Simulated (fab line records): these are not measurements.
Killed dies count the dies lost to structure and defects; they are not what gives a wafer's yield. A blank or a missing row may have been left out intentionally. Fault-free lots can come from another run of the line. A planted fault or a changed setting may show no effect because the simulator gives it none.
fab line records | flow nand-harc
record lots=6 wafers=18 last-day=22
route steps=1159 shown A_STAIRCASE@640 END@1159
lots that met no fault: taken from a fault-free run of the same line
start-h: hours from the record's first day to the start of the lot's first wafer shown | wait-h: hours elapsed since this lot's preceding step | " the same as in the row above | L1.1+2: a single row standing in for several wafers | - no value, or no start given | * or withheld: withheld | < > ~ a bound
route shown NAME@n: names a module that has steps shown in the file, with the first one's number in the route | usual: mean and standard deviation over wafers with no fault | same: alike in all rows | chamber/n: place in a boat | sites: each site's reading | _std_site: their standard deviation | _edge_site: the outer-site mean with the inner-site mean subtracted | radius-mm: how far each site lies from the wafer's centre | mask NAME#n: copy n | behind: the last tool/chamber to shape the wafer | hold: what put the lot on hold/how long, in hours/how the hold closed | device: names the non-switching transistor (n, p or np) | end of line: the same wafers' tests at the end of the route | a step with no rows: only its recipe | killed: at the first sort, the dies lost to defects and structure; wafer yield is something else | map: the dies of a wafer, with x for killed, . for not killed, _ for no die there
set.NAME: setting as actually run; set.NAME@STEP: the setting as run at that earlier step | model.NAME: the simulator's own value behind a step, which no gauge read
certain route steps with their lots: each step a table, each wafer a row
services: a tool's chamber out of use, with start hour (start-h, from the record's first day; less than 0 if before it), hours out, and reason
## steps
# step NHARC_A_STAIRCASE_EBR_246
# step NHARC_A_STAIRCASE_EXPOSE_247
# recipe na=0.5 dose-mj=25.34 mask-id=SDS_1
# step NHARC_A_STAIRCASE_PEB_248
# recipe peb-temp-c=115 peb-time-s=130
# step NHARC_A_STAIRCASE_DEVELOP_249
# recipe time-s=140
# step NHARC_A_STAIRCASE_HARDBAKE_251
# recipe temp-c=120 time-s=140
# step NHARC_A_STAIRCASE_DESCUM_252
# recipe time-s=3 o2-flow-sccm=200 ar-flow-sccm=0 bias-power-w=0 chemistry=O2
# usual drypump-motor-current-A=5.6/0.49 oes-product-au=0.994/0.0078 rf-vpp-V=57.7/0.84 showerhead-plenum-p-Torr=1.91/0.072 throttle-valve-pct=11.311/0.0096
# same time-s=3
# columns lot.wafer tool chamber start-h wait-h drypump-motor-current-A oes-product-au rf-hours-counter-h rf-vpp-V showerhead-plenum-p-Torr throttle-valve-pct
L246.2 rie-diel-05 3 249.38 - 5.0 0.988 28 57.1 1.97 11.318
L246.1 " 1 " " 6.5 0.992 27 58.4 1.83 11.332
L246.6 " 0 " " 5.3 0.988 - 56.5 1.85 11.326
L245.1 rie-diel-05 3 253.36 - 5.0 0.979 29 56.9 1.97 11.305
L245.4 " 0 " " 5.3 0.976 30 57.1 1.85 11.295
L245.3 " 2 " " 5.6 0.985 28 57.6 1.91 11.302
L247.3 rie-diel-05 2 263.47 - 5.7 0.981 31 57.9 1.91 11.317
L247.4 " 3 " " 5.0 0.992 33 57.2 1.97 11.301
L247.6 " 2 " " 5.6 0.985 - 57.6 1.91 11.310
L255.1 rie-diel-05 3 317.10 - 5.0 0.988 51 56.9 1.96 11.308
L255.3 " 0 " " 5.3 0.999 53 56.7 1.84 11.304
L255.6 " 3 " " 5.0 0.981 - 57.8 1.96 11.309
L256.3 rie-diel-04 2 331.72 - 5.1 1.004 7 56.6 1.92 11.328
L256.2 " 0 " " 5.4 0.993 7 56.9 1.85 11.304
L256.5 " 1 " " 5.6 0.999 - 58.6 2.05 11.306
L260.2 rie-diel-02 3 341.22 - 4.9 0.997 1 56.6 1.89 11.329
L260.1 " 0 " " 5.7 0.991 1 57.7 2.02 11.329
L260.5 " 2 " " 6.2 0.988 - 57.1 2.00 11.313
# step NHARC_A_STAIRCASE_ETCH_253
# recipe target-depth-a=500 time-s=20.2 ion-energy-ev=400 c4f8-flow-sccm=20 o2-flow-sccm=10 ar-flow-sccm=withheld rf-w=600 bias-w=1000 chemistry=C4F8/O2
# step NHARC_A_STAIRCASE_STRIP_254
# recipe power-w=1500 temp-c=250 chemistry=O2
# step NHARC_A_STAIRCASE_STRIP_255
# recipe time-s=900 temp-c=130 chemistry=SPM
# step NHARC_A_STAIRCASE_PRECLEAN_256
# recipe time-s=* temp-c=50 bath-age-min=0 chemistry=SC1
# step NHARC_A_STAIRCASE_SRD_257
# step NHARC_A_STAIRCASE_HM_DEP_456
# recipe target-thk-a=15000 temp-c=400 material=aC
# usual throttle-valve-pct=35.001/0.0087
# columns lot.wafer tool chamber start-h wait-h throttle-valve-pct
L246.1 acl-dep-03 0 250.39 - 35.003
L246.2 " 0 " " 35.009
L246.6 " 0 251.91 - 35.011
L245.1 acl-dep-03 0 254.35 - 34.990
L245.3 " 0 " " 35.009
L245.4 " 0 " " 35.010
L247.3 acl-dep-03 0 265.88 - 35.000
L247.4 " 0 " " 35.014
L247.6 " 0 " " 35.015
L255.1 acl-dep-01 0 319.01 - 35.002
L255.3 " 0 " " 35.003
L255.6 " 0 " " 34.981
L256.2 acl-dep-01 0 333.11 - 35.013
L256.3 " 0 " " 35.007
L256.5 " 0 " " 35.013
L260.1 acl-dep-01 0 342.32 - 35.012
L260.2 " 0 " " 35.000
L260.5 " 0 " " 35.002
# step NHARC_A_STAIRCASE_DEP_259
# recipe target-thk-a=300 target-thk-nm=30 temp-c=400 pressure-torr=3.5 flow-sccm=200 rf-w=350 material=SiON
# step NHARC_A_STAIRCASE_DEHYDRATE_281
# recipe temp-c=150 time-s=120
# step NHARC_A_STAIRCASE_HMDS_282
# recipe time-s=30
# step NHARC_A_STAIRCASE_COAT_283
# recipe spin-rpm=1200
# step NHARC_A_STAIRCASE_SOFTBAKE_284
# recipe temp-c=135 time-s=170
# step NHARC_A_STAIRCASE_EBR_285
# step NHARC_A_STAIRCASE_EXPOSE_286
# recipe na=0.5 dose-mj=25.01 mask-id=CHOP_100
# step NHARC_A_STAIRCASE_PEB_287
# recipe peb-temp-c=115 peb-time-s=130
# step NHARC_A_STAIRCASE_DEVELOP_288
# recipe time-s=140
# step NHARC_A_STAIRCASE_HARDBAKE_290
# recipe temp-c=120 time-s=140
# step NHARC_A_STAIRCASE_DESCUM_291
# recipe time-s=3 o2-flow-sccm=200 ar-flow-sccm=0 bias-power-w=0 chemistry=O2
# step NHARC_A_STAIRCASE_ETCH_292
# recipe cf4-flow-sccm=100 chf3-flow-sccm=30 ar-flow-sccm=0 rf-w=500 bias-w=200 chemistry=CF4/CHF3
# usual chf3-flow-sccm=30.01/0.095 drypump-motor-current-A=5.6/0.49 oes-product-au=0.940/0.02 rf-vpp-V=370.5/1.9 showerhead-plenum-p-Torr=1.57/0.054 throttle-valve-pct=16.802/0.0091
# columns lot.wafer tool chamber start-h wait-h chf3-flow-sccm drypump-motor-current-A oes-product-au rf-hours-counter-h rf-vpp-V showerhead-plenum-p-Torr throttle-valve-pct
L246.2 rie-diel-02 2 253.32 0.1 30.08 6.2 0.973 40 371.7 1.65 16.802
L246.1 " 0 " " 29.93 5.6 0.956 37 373.7 1.66 16.801
L246.6 " 2 " " 30.08 6.2 0.980 - 372.7 1.65 16.800
L245.1 rie-diel-05 0 257.17 0.1 30.00 5.2 0.949 32 369.6 1.52 16.805
L245.4 " 1 " " 30.02 6.4 0.940 30 369.9 1.51 16.810
L245.3 " 2 " " 30.12 5.6 0.933 29 371.1 1.57 16.783
L247.4 rie-diel-05 3 268.23 0.1 29.80 5.0 0.971 33 372.3 1.62 16.806
L247.3 " 0 " " 29.84 5.3 0.954 34 369.6 1.52 16.812
L247.6 " 3 " " 30.00 5.0 0.979 - 371.7 1.62 16.800
L255.3 rie-diel-05 1 322.00 0.1 30.01 6.5 0.909 52 368.6 1.50 16.794
L255.1 " 3 " " 29.99 5.0 0.915 53 371.1 1.61 16.796
L255.6 " 2 " " 29.87 5.6 0.921 - 371.6 1.56 16.795
L256.2 rie-diel-05 1 335.63 0.1 30.20 6.5 0.968 58 368.2 1.50 16.796
L256.3 " 3 " " 29.99 5.0 0.949 59 372.9 1.61 16.802
L256.5 " 1 " " 30.01 6.5 0.961 - 367.0 1.50 16.807
L260.1 rie-diel-04 0 345.42 0.1 30.07 5.4 0.943 13 369.4 1.53 16.799
L260.2 " 2 " " 30.07 5.1 0.945 14 372.0 1.58 16.792
L260.5 " 0 " " 30.08 5.4 0.935 - 369.3 1.53 16.801
# step NHARC_A_STAIRCASE_HM_OPEN_460
# recipe o2-flow-sccm=400 cos-flow-sccm=20 ar-flow-sccm=0 rf-w=500 bias-w=300 chemistry=O2/COS
# usual drypump-motor-current-A=5.6/0.49 oes-product-au=0.994/0.0087 rf-vpp-V=467.1/2.5 showerhead-plenum-p-Torr=3.12/0.11 throttle-valve-pct=28.329/0.0087
# columns lot.wafer tool chamber start-h wait-h drypump-motor-current-A oes-product-au rf-hours-counter-h rf-vpp-V showerhead-plenum-p-Torr throttle-valve-pct
L246.2 rie-diel-02 3 - - 4.9 0.996 40 465.5 3.10 28.341
L246.1 " 1 " " 5.9 0.991 33 467.7 3.10 28.333
L246.6 " 2 " " 6.3 0.994 - 469.5 3.27 28.334
L245.3 rie-diel-05 1 - - 6.4 0.984 30 462.8 3.00 28.318
L245.4 " 2 " " 5.7 0.998 29 469.1 3.12 28.329
L245.1 " 0 " " 5.3 0.987 32 465.2 3.02 28.329
L247.4 rie-diel-05 2 - - 5.7 0.991 32 467.1 3.11 28.328
L247.3 " 0 " " 5.3 0.988 34 464.3 3.02 28.341
L247.6 " 2 " " 5.7 0.981 - 467.6 3.11 28.333
L255.1 rie-diel-05 2 - - 5.7 0.996 50 466.8 3.11 28.323
L255.3 " 3 " " 5.0 0.982 53 467.9 3.20 28.323
L255.6 " 3 " " 5.0 0.991 - 468.8 3.20 28.341
L256.2 rie-diel-05 2 - - 5.7 0.994 53 466.1 3.10 28.332
L256.3 " 1 " " 6.5 1.003 59 466.7 2.98 28.329
L256.5 " 2 " " 5.7 1.001 - 465.7 3.10 28.339
L260.2 rie-diel-04 2 - - 5.0 0.996 14 467.2 3.13 28.318
L260.1 " 3 " " 5.7 1.000 13 468.2 3.21 28.330
L260.5 " 2 " " 5.1 1.006 - 467.0 3.13 28.320
# step NHARC_A_STAIRCASE_STRIP_461
# recipe o2-flow-sccm=400 cos-flow-sccm=20 ar-flow-sccm=0 bias-w=0 chemistry=O2/COS
# step NHARC_A_STAIRCASE_ETCH_452
# recipe target-depth-a=300 overetch-a=30 time-s=16.5 ion-energy-ev=100 cf4-flow-sccm=80 o2-flow-sccm=20 ar-flow-sccm=0 rf-w=300 bias-w=100 chemistry=CF4/O2
# step NHARC_A_STAIRCASE_ETCH_294
# recipe target-depth-a=49920 time-s=1212.4 ion-energy-ev=800 c4f8-flow-sccm=80 o2-flow-sccm=60 ar-flow-sccm=withheld rf-w=600 bias-w=3000 chemistry=C4F8/O2/Ar
# step NHARC_A_STAIRCASE_STRIP_295
# recipe o2-flow-sccm=500 ar-flow-sccm=0 bias-w=0 chemistry=O2
# usual drypump-motor-current-A=5.6/0.49 oes-product-au=0.993/0.0075 rf-vpp-V=57.7/0.92 showerhead-plenum-p-Torr=3.52/0.12 throttle-valve-pct=17.035/0.0089
# columns lot.wafer tool chamber start-h wait-h drypump-motor-current-A oes-product-au rf-hours-counter-h rf-vpp-V showerhead-plenum-p-Torr throttle-valve-pct
L246.2 rie-diel-02 0 - - 5.6 1.003 37 57.8 3.73 17.030
L246.1 " 2 " " 6.2 0.999 41 58.9 3.69 17.043
L246.6 " 1 " " 5.8 0.983 - 56.1 3.50 17.034
L245.1 rie-diel-05 0 - - 5.3 0.989 32 57.4 3.41 17.033
L245.4 " 1 " " 6.5 0.989 31 58.9 3.39 17.030
L245.3 " 2 " " 5.7 0.982 30 59.3 3.52 17.031
L247.4 rie-diel-05 1 - - 6.5 0.987 34 55.8 3.38 17.034
L247.3 " 2 " " 5.7 0.987 33 58.4 3.52 17.043
L247.6 " 1 " " 6.5 0.989 - 56.4 3.38 17.038
L255.3 rie-diel-05 2 - - 5.7 0.986 50 57.1 3.51 17.052
L255.1 " 0 " " 5.3 0.988 56 58.3 3.40 17.037
L255.6 " 1 " " 6.5 0.995 - 56.8 3.37 17.027
L256.2 rie-diel-05 3 - - 5.0 0.982 60 57.7 3.61 17.032
L256.3 " 1 " " 6.5 0.979 59 57.4 3.37 17.036
L256.5 " 3 " " 5.0 0.987 - 59.1 3.61 17.029
L260.1 rie-diel-04 2 - - 5.1 1.002 16 58.5 3.54 17.025
L260.2 " 3 " " 5.7 1.005 15 58.6 3.62 17.028
L260.5 " 1 " " 5.6 1.000 - 57.5 3.77 17.047
# step NHARC_A_STAIRCASE_STRIP_296
# recipe time-s=900 temp-c=130 chemistry=SPM
# step NHARC_A_STAIRCASE_PRECLEAN_297
# recipe time-s=* temp-c=50 bath-age-min=0 chemistry=SC1
# step NHARC_A_STAIRCASE_SRD_298
# step NHARC_A_STAIRCASE_HM_DEP_462
# recipe target-thk-a=8000 temp-c=400 material=aC
# step NHARC_A_STAIRCASE_DEP_301
# recipe target-thk-a=300 target-thk-nm=30 temp-c=400 pressure-torr=3.5 flow-sccm=200 rf-w=350 material=SiON
# usual heater-power-w=765/88
# columns lot.wafer tool chamber start-h wait-h heater-power-w
L246.2 pecvd-02 1 257.52 1.2 725
L246.1 " 2 " " 993
L246.6 " 1 " " 757
L245.1 pecvd-04 0 262.54 1.6 717
L245.3 " 1 " " 671
L245.4 " 0 " " 710
L247.3 pecvd-01 1 272.65 0.9 730
L247.4 " 1 " " 719
L247.6 " 0 " " 689
L255.3 pecvd-01 2 326.13 1.0 680
L255.1 " 1 " " 771
L255.6 " 1 " " 762
L256.3 pecvd-04 1 339.89 0.9 717
L256.2 " 2 " " 869
L256.5 " 0 " " 708
L260.1 pecvd-01 1 351.24 1.5 717
L260.2 " 0 " " 761
L260.5 " 1 " " 743
# step NHARC_A_STAIRCASE_DEHYDRATE_302
# recipe temp-c=150 time-s=120
# step NHARC_A_STAIRCASE_HMDS_303
# recipe time-s=30
# step NHARC_A_STAIRCASE_COAT_304
# recipe spin-rpm=1200
# step NHARC_A_STAIRCASE_SOFTBAKE_305
# recipe temp-c=135 time-s=170
# step NHARC_A_STAIRCASE_EBR_306
# step NHARC_END_SORT_01
# recipe temp-c=25
# usual killed-at-array=29/11 killed-at-other=0.6/0.89 killed-at-periphery=3.8/2.8 killed-dies=33/12 killed-open=3.5/1.9 killed-short=1.9/1.3
# same gross-dies=677
# columns lot.wafer tool chamber start-h wait-h killed-at-array killed-at-other killed-at-periphery killed-dies killed-open killed-short
L255.1 prober-01 0 506.40 2.6 19 2 4 25 3 1
L255.3 prober-01 0 507.98 3.1 20 1 9 30 3 3
L255.6 prober-01 0 510.35 3.9 21 2 7 30 1 0
L256.2 prober-02 0 513.49 2.8 105 0 3 108 8 3
L256.3 prober-02 0 514.29 3.1 97 0 5 102 7 2
L256.5 prober-02 0 515.88 3.7 101 0 4 105 1 3
L260.1 prober-02 0 526.07 2.5 123 0 3 126 0 2
L260.2 prober-02 0 526.88 2.8 113 0 15 128 4 2
L260.5 prober-02 0 529.29 3.7 114 0 6 120 2 0
# killed by level:class
L255.1 A_CONTACT:chamber-film-flake=6 A_STAIRCASE:chamber-film-flake=5 A_SGD_CUT:chamber-film-flake=4 P_M2:chamber-film-flake=2 THIN_TSV:chamber-film-flake=2 P_M1:geometric-particle:open=1 A_CHANNEL_HOLE_D1:geometric-particle:open=1 A_WL_FILL:geometric-particle:short=1
L255.3 P_M2:chamber-film-flake=8 A_SGD_CUT:chamber-film-flake=5 A_CHANNEL_HOLE_D1:chamber-film-flake=3 A_STAIRCASE:chamber-film-flake=3 A_CONTACT:chamber-film-flake=3 A_WL_FILL:geometric-particle:open=2 P_M0:geometric-particle:open=1 A_CHANNEL_FILL_D1:geometric-particle:short=1
L255.6 A_CONTACT:chamber-film-flake=8 P_M2:chamber-film-flake=5 A_STAIRCASE:chamber-film-flake=5 A_SGD_CUT:chamber-film-flake=4 A_CHANNEL_HOLE_D1:chamber-film-flake=3 P_ZERO_WELL:chamber-film-flake=2 THIN_TSV:chamber-film-flake=2 A_CONTACT:geometric-particle:open=1
L256.2 A_STAIRCASE:unspecified=86 A_CONTACT:geometric-particle:open=3 A_CHANNEL_HOLE_D1:chamber-film-flake=3 A_SGD_CUT:geometric-particle:open=2 A_SLIT:chamber-film-flake=2 P_M0:geometric-particle:open=1 A_ONON_D1:geometric-particle:short=1 A_CHANNEL_FILL_D1:geometric-particle:short=1
L256.3 A_STAIRCASE:unspecified=87 A_STAIRCASE:chamber-film-flake=3 P_GATE:geometric-particle:open=1 P_M0:geometric-particle:short=1 P_M0:geometric-particle:open=1 A_ONON_D1:geometric-particle:open=1 A_CHANNEL_FILL_D1:geometric-particle:open=1 A_WL_FILL:geometric-particle:open=1
L256.5 A_STAIRCASE:unspecified=82 A_SLIT:chamber-film-flake=8 A_STAIRCASE:chamber-film-flake=6 P_GATE:chamber-film-flake=2 P_M0:geometric-particle:open=1 A_WL_FILL:geometric-particle:short=1 A_BLC:geometric-particle:short=1 A_M0:geometric-particle:short=1
L260.1 A_STAIRCASE:unspecified=88 A_CHANNEL_HOLE_D1:chamber-film-flake=16 A_SLIT:chamber-film-flake=13 P_CONTACT:chamber-film-flake=3 A_CONTACT:chamber-film-flake=2 A_ONON_D1:geometric-particle:short=1 A_WL_FILL:geometric-particle:short=1 A_STAIRCASE:chamber-film-flake=1
L260.2 A_STAIRCASE:unspecified=87 A_CHANNEL_HOLE_D1:chamber-film-flake=16 P_CONTACT:chamber-film-flake=11 A_CONTACT:chamber-film-flake=3 A_CONTACT:geometric-particle:open=2 A_CONTACT:geometric-particle:short=2 P_GATE:chamber-film-flake=2 P_M1:geometric-particle:open=1
L260.5 A_STAIRCASE:unspecified=90 A_CHANNEL_HOLE_D1:chamber-film-flake=15 A_SLIT:chamber-film-flake=7 P_CONTACT:chamber-film-flake=5 A_ONON_D1:geometric-particle:open=2 P_ZERO_WELL:chamber-film-flake=1
# map L256.2 (x killed, . not)
____________.____________
_________...x..._________
_______..........._______
______.............______
_____..............._____
____..............x..____
____.................____
___..x........x.......___
___.................x.___
__.....................__
__..x.......x..........__
_..x...................._
_......................._
_xxx.x.................._
_xxxxx.................._
_xx.xx.................._
xxxxxxxx.................
xxxxxxxx................x
xxxxxxxx...x.............
xxxxxxx..................
xxxxxxxx.................
_xxxxxxx................_
_xxxxxxx....x..........._
_xxxxxxx................_
_xxxxxx................._
_xxxxx.x........x......._
__x.xx.....x...........__
__.....................__
___..x................___
___...................___
____.................____
____..x....x.........____
_____..............._____
______.....x.....x.______
_______.........x._______
_________...x..._________
____________.____________
# map L260.2 (x killed, . not)
____________.____________
_________......._________
_______..........._______
______.............______
_____..............._____
____.............x.xx____
____.................____
___...................___
___...................___
__.....................__
__.....................__
_......................._
_.....x................._
_.x.x...............x..._
_.x.xx.................._
_.xxx.x................._
xxxxxx......x............
xxxxxx.xx.....x..........
xxxxxxxx.................
xxxxxxxx.................
xxxxxxxx.x..xx........x..
_xxxxxxx.x..x..........._
_xxxxxxxx.x..x.........._
_xxxxxxx.xxx............_
_xxxxxxx..xx.x.........._
_xxxxxx...x.x....x..x..._
__x.xx..x.xx.x..x......__
__..x.....x.x......x...__
___.xxx..x........xx..___
___............x.x....___
____.................____
____...............x.____
_____..............._____
______.............______
_______..........._______
_________......._________
____________.____________
## services
# columns tool chamber start-h hours kind
pecvd-02 - 233.64 2.6 repair
pecvd-01 - 237.31 13.0 pm
rie-diel-05 0 246.36 - clean
rie-diel-05 1 246.36 - clean
rie-diel-05 2 246.36 - clean
rie-diel-05 3 246.36 - clean
pecvd-01 - 265.32 1.4 repair
rie-diel-02 - 268.13 0.7 repair
pecvd-04 2 269.94 18.9 repair
rie-diel-05 0 270.88 - clean
rie-diel-05 1 270.88 - clean
rie-diel-05 2 270.88 - clean
rie-diel-05 3 270.88 - clean
rie-diel-02 - 281.04 0.8 repair
rie-diel-04 - 289.09 9.0 pm
acl-dep-01 - 293.40 13.0 pm
rie-diel-05 0 295.40 - clean
rie-diel-05 1 295.40 - clean
rie-diel-05 2 295.40 - clean
pecvd-04 - 305.82 1.3 repair
rie-diel-04 - 314.14 16.1 repair
rie-diel-02 - 328.27 9.0 pm
pecvd-02 - 334.16 13.0 pm
rie-diel-05 - 340.68 9.0 pm
## key
first-sign step=NHARC_END_SORT_01 reading=killed-at-array direction=up sigmas=7 usual=29 struck=109
effect step=NHARC_END_SORT_01 reading=killed-dies direction=up sigmas=6.6 usual=33 struck=115
more-kills-born-at NHARC_A_STAIRCASE_HM_DEP_456@acl-dep-01=520
met-at NHARC_A_STAIRCASE_HM_DEP_456
struck-wafers L256.2,L256.3,L256.5,L260.1,L260.2,L260.5
tester-left-out L256,L260
onset-between 319.01 333.11
also-fits time
fault kind=chamber-particle-source tool=acl-dep-01 chamber=- onset-h=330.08 steps=NHARC_A_STAIRCASE_HM_DEP_456 rate-per-visit-cm2=1.8521 end-h=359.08
# tester-left-out: of these lots the tester's yield and bins aren't shown, on N5 and GAA mostly nor the transistor test; their killed dies are dies lost to structure and defects alone, not to doping, threshold or leakage, so they don't give the yield
